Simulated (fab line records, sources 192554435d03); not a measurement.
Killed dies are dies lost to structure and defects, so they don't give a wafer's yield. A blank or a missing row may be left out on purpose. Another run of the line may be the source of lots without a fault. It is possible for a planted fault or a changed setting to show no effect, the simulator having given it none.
Matching of chambers || flow n5 finfet || N5_BEOL_M11_DESCUM_33 on rie diel-02 has 4 sister chambers
The step chemistry O2, time 7.9 s. 20 wafers are shown with their chamber, then 10 later ones without.

WAFERS, EACH WITH ITS CHAMBER
{"wafer": "L075.1", "chamber": 2, "drypump motor current A (A)": 5.4, "showerhead plenum p Torr (Torr)": 2.01, "throttle valve pct (%)": 20.35}
{"wafer": "L075.5", "chamber": 3, "drypump motor current A (A)": 5.5, "showerhead plenum p Torr (Torr)": 2.08, "throttle valve pct (%)": 20.57}
{"wafer": "L075.6", "chamber": 2, "drypump motor current A (A)": 5.4, "showerhead plenum p Torr (Torr)": 2.01, "throttle valve pct (%)": 20.36}
{"wafer": "L077.1", "chamber": 3, "drypump motor current A (A)": 5.5, "showerhead plenum p Torr (Torr)": 2.08, "throttle valve pct (%)": 20.57}
{"wafer": "L077.5", "chamber": 0, "drypump motor current A (A)": 5.4, "showerhead plenum p Torr (Torr)": 2.14, "throttle valve pct (%)": 20.06}
{"wafer": "L077.6", "chamber": 1, "drypump motor current A (A)": 6.3, "showerhead plenum p Torr (Torr)": 2.20, "throttle valve pct (%)": 20.83}
{"wafer": "L082.1", "chamber": 2, "drypump motor current A (A)": 5.5, "showerhead plenum p Torr (Torr)": 2.01, "throttle valve pct (%)": 20.39}
{"wafer": "L082.4", "chamber": 3, "drypump motor current A (A)": 5.5, "showerhead plenum p Torr (Torr)": 2.07, "throttle valve pct (%)": 20.61}
{"wafer": "L082.5", "chamber": 2, "drypump motor current A (A)": 5.5, "showerhead plenum p Torr (Torr)": 2.01, "throttle valve pct (%)": 20.39}
{"wafer": "L084.1", "chamber": 1, "drypump motor current A (A)": 6.3, "showerhead plenum p Torr (Torr)": 2.19, "throttle valve pct (%)": 20.86}
{"wafer": "L084.4", "chamber": 2, "drypump motor current A (A)": 5.5, "showerhead plenum p Torr (Torr)": 2.01, "throttle valve pct (%)": 20.38}
{"wafer": "L084.5", "chamber": 0, "drypump motor current A (A)": 5.4, "showerhead plenum p Torr (Torr)": 2.13, "throttle valve pct (%)": 20.09}
{"wafer": "L086.1", "chamber": 0, "drypump motor current A (A)": 5.4, "showerhead plenum p Torr (Torr)": 2.13, "throttle valve pct (%)": 20.09}
{"wafer": "L086.4", "chamber": 2, "drypump motor current A (A)": 5.5, "showerhead plenum p Torr (Torr)": 2.01, "throttle valve pct (%)": 20.39}
{"wafer": "L086.5", "chamber": 1, "drypump motor current A (A)": 6.3, "showerhead plenum p Torr (Torr)": 2.19, "throttle valve pct (%)": 20.87}
{"wafer": "L087.3", "chamber": 3, "drypump motor current A (A)": 5.5, "showerhead plenum p Torr (Torr)": 2.07, "throttle valve pct (%)": 20.60}
{"wafer": "L087.4", "chamber": 1, "drypump motor current A (A)": 6.3, "showerhead plenum p Torr (Torr)": 2.19, "throttle valve pct (%)": 20.88}
{"wafer": "L087.6", "chamber": 0, "drypump motor current A (A)": 5.4, "showerhead plenum p Torr (Torr)": 2.13, "throttle valve pct (%)": 20.10}
{"wafer": "L092.1", "chamber": 3, "drypump motor current A (A)": 5.5, "showerhead plenum p Torr (Torr)": 2.07, "throttle valve pct (%)": 20.62}
{"wafer": "L092.2", "chamber": 2, "drypump motor current A (A)": 5.5, "showerhead plenum p Torr (Torr)": 2.00, "throttle valve pct (%)": 20.41}

SIGNATURES, as means of the wafers listed above
{"reading": "drypump motor current A", "chamber 0": 5.400, "chamber 1": 6.300, "chamber 2": 5.471, "chamber 3": 5.500, "scatter within a chamber": 0.0299}
{"reading": "showerhead plenum p Torr", "chamber 0": 2.1325, "chamber 1": 2.1925, "chamber 2": 2.0086, "chamber 3": 2.0740, "scatter within a chamber": 0.00472}
{"reading": "throttle valve pct", "chamber 0": 20.0850, "chamber 1": 20.8600, "chamber 2": 20.3814, "chamber 3": 20.5940, "scatter within a chamber": 0.0208}
Rule: for a wafer and a chamber, the distance is found by dividing, reading by reading, the gap between the wafer's reading and the chamber's mean by the reading's scatter, squaring, summing and taking the root. The wafer belongs to the nearest chamber; if the next one is less than 2 further off, it can't be placed. The scatter: the root of (the sum of the squares of (reading less its chamber's mean) over the shown wafers, divided by (wafers less chambers)).

WAFERS WITHOUT THEIR CHAMBER
{"wafer": "L092.3", "drypump motor current A (A)": 6.3, "showerhead plenum p Torr (Torr)": 2.19, "throttle valve pct (%)": 20.89}
{"wafer": "L094.1", "drypump motor current A (A)": 5.4, "showerhead plenum p Torr (Torr)": 2.13, "throttle valve pct (%)": 20.11}
{"wafer": "L094.4", "drypump motor current A (A)": 5.5, "showerhead plenum p Torr (Torr)": 2.07, "throttle valve pct (%)": 20.62}
{"wafer": "L094.6", "drypump motor current A (A)": 5.5, "showerhead plenum p Torr (Torr)": 2.00, "throttle valve pct (%)": 20.42}
{"wafer": "L095.2", "drypump motor current A (A)": 5.4, "showerhead plenum p Torr (Torr)": 2.13, "throttle valve pct (%)": 20.12}
{"wafer": "L095.3", "drypump motor current A (A)": 5.5, "showerhead plenum p Torr (Torr)": 2.07, "throttle valve pct (%)": 20.64}
{"wafer": "L095.6", "drypump motor current A (A)": 5.4, "showerhead plenum p Torr (Torr)": 2.07, "throttle valve pct (%)": 20.64}
{"wafer": "L097.1", "drypump motor current A (A)": 6.3, "showerhead plenum p Torr (Torr)": 2.19, "throttle valve pct (%)": 20.89}
{"wafer": "L097.4", "drypump motor current A (A)": 5.4, "showerhead plenum p Torr (Torr)": 2.13, "throttle valve pct (%)": 20.11}
{"wafer": "L097.6", "drypump motor current A (A)": 5.5, "showerhead plenum p Torr (Torr)": 2.07, "throttle valve pct (%)": 20.62}

EACH ONE'S CHAMBER
{"wafer": "L092.3", "from the rows above": 1, "in truth": 1}
{"wafer": "L094.1", "from the rows above": 0, "in truth": 0}
{"wafer": "L094.4", "from the rows above": 3, "in truth": 3}
{"wafer": "L094.6", "from the rows above": 2, "in truth": 2}
{"wafer": "L095.2", "from the rows above": 0, "in truth": 0}
{"wafer": "L095.3", "from the rows above": 3, "in truth": 3}
{"wafer": "L095.6", "from the rows above": 3, "in truth": 3}
{"wafer": "L097.1", "from the rows above": 1, "in truth": 1}
{"wafer": "L097.4", "from the rows above": 0, "in truth": 0}
{"wafer": "L097.6", "from the rows above": 3, "in truth": 3}
10 of 10 placed correctly. Can't be placed from these rows: 0. 0 placed wrongly.
